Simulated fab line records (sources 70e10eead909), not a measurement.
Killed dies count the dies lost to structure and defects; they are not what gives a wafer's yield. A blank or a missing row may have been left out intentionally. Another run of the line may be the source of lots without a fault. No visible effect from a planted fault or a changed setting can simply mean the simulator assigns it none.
Matching of chambers ; flow nand_harc ; rie_diel-13 running NHARC_P_GATE_DESCUM_31: 4 sister chambers
The step chemistry O2, time 3 s. 8 wafers are shown with their chamber, then 8 later ones without.

## EACH WAFER AND ITS CHAMBER
wafer;chamber;drypump_motor_current_A (A);showerhead_plenum_p_Torr (Torr)
L795.2;0;5.1;1.83
L801.3;1;6.1;1.95
L801.4;0;5.1;1.82
L801.5;3;5.6;2.00
L803.2;1;6.0;1.95
L803.3;2;6.2;1.78
L803.5;3;5.6;2.00
L808.2;2;6.2;1.77

## WAFERS MISSING THEIR CHAMBER
wafer;drypump_motor_current_A (A);showerhead_plenum_p_Torr (Torr)
L808.4;5.1;1.82
L808.5;6.0;1.95
L806.1;5.6;2.00
L806.2;6.0;1.95
L806.5;6.2;1.78
L813.2;6.2;1.77
L813.3;6.1;1.94
L813.5;5.6;2.00

## WHICH CHAMBER EACH ONE RAN IN
wafer;from the rows above;in truth
L808.4;0;0
L808.5;1;1
L806.1;3;3
L806.2;1;1
L806.5;2;2
L813.2;2;2
L813.3;1;1
L813.5;3;3
8 of 8 placed correctly. Not placeable from these rows: 0. Wrongly placed: 0.
How it was worked out, from the rows above alone: a wafer's distance from a chamber is the root of the sum, over the readings, of the square of ((its reading less the chamber's mean) divided by the reading's scatter). The wafer belongs to the nearest chamber; if the next one is less than 2 further off, it can't be placed. A chamber's mean is the mean of its shown wafers. How the scatter is found: for the shown wafers, subtract from each reading the mean of its chamber, square and add these, divide the total by (wafers less chambers), then take the root.
